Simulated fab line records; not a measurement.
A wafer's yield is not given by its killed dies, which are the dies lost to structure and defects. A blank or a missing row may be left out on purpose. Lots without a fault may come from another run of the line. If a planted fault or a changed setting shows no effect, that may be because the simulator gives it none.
Matching of chambers || flow nand_harc || NHARC_P_BONDPAD_CMP_32 on cmp-01 has 4 sister chambers
The step polishes SiCN, target thk 200 nm. 16 wafers are shown with their chamber, then 8 later ones without.

## WAFERS PAIRED WITH THEIR CHAMBERS
{"wafer": "L814.1", "chamber": 2, "motor_current_A (A)": 9.9}
{"wafer": "L814.2", "chamber": 3, "motor_current_A (A)": 12.6}
{"wafer": "L814.6", "chamber": 1, "motor_current_A (A)": 11.9}
{"wafer": "L815.2", "chamber": 3, "motor_current_A (A)": 12.9}
{"wafer": "L815.4", "chamber": 1, "motor_current_A (A)": 12.0}
{"wafer": "L815.5", "chamber": 0, "motor_current_A (A)": 12.1}
{"wafer": "L818.1", "chamber": 0, "motor_current_A (A)": 12.1}
{"wafer": "L818.2", "chamber": 1, "motor_current_A (A)": 12.1}
{"wafer": "L818.4", "chamber": 2, "motor_current_A (A)": 10.2}
{"wafer": "L820.3", "chamber": 0, "motor_current_A (A)": 11.9}
{"wafer": "L820.4", "chamber": 1, "motor_current_A (A)": 11.7}
{"wafer": "L820.6", "chamber": 2, "motor_current_A (A)": 10.3}
{"wafer": "L819.1", "chamber": 3, "motor_current_A (A)": 13.1}
{"wafer": "L819.4", "chamber": 0, "motor_current_A (A)": 12.1}
{"wafer": "L819.6", "chamber": 2, "motor_current_A (A)": 10.2}
{"wafer": "L822.2", "chamber": 1, "motor_current_A (A)": 12.1}

SIGNATURES (averages over the wafers above)
{"reading": "motor_current_A", "chamber 0": 12.050, "chamber 1": 11.960, "chamber 2": 10.150, "chamber 3": 12.867, "scatter within a chamber": 0.173}
Rule: for a wafer and a chamber, the distance is found by dividing, reading by reading, the gap between the wafer's reading and the chamber's mean by the reading's scatter, squaring, summing and taking the root. The wafer belongs to the nearest chamber; if the next one is less than 2 further off, it can't be placed. The scatter: take each reading less its chamber's mean, square it, sum over the shown wafers, divide by the number of wafers less the number of chambers, and take the root.

## WAFERS WITHOUT THEIR CHAMBER
{"wafer": "L822.3", "motor_current_A (A)": 10.4}
{"wafer": "L822.5", "motor_current_A (A)": 10.5}
{"wafer": "L824.1", "motor_current_A (A)": 13.1}
{"wafer": "L824.2", "motor_current_A (A)": 12.0}
{"wafer": "L824.6", "motor_current_A (A)": 10.6}
{"wafer": "L828.1", "motor_current_A (A)": 12.3}
{"wafer": "L828.2", "motor_current_A (A)": 11.7}
{"wafer": "L828.4", "motor_current_A (A)": 10.6}

## CHAMBER TAKEN BY EACH
{"wafer": "L822.3", "from the rows above": 2, "in truth": 2}
{"wafer": "L822.5", "from the rows above": 2, "in truth": 2}
{"wafer": "L824.1", "from the rows above": 3, "in truth": 3}
{"wafer": "L824.2", "from the rows above": "can't be placed: 1 or 0", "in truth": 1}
{"wafer": "L824.6", "from the rows above": 2, "in truth": 2}
{"wafer": "L828.1", "from the rows above": "can't be placed: 0 or 1 or 3", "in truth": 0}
{"wafer": "L828.2", "from the rows above": "can't be placed: 1 or 0", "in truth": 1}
{"wafer": "L828.4", "from the rows above": 2, "in truth": 2}
5 of 8 placed correctly. These rows do not allow placing 3 (true chamber among the candidates in 3). Wrongly placed: 0.
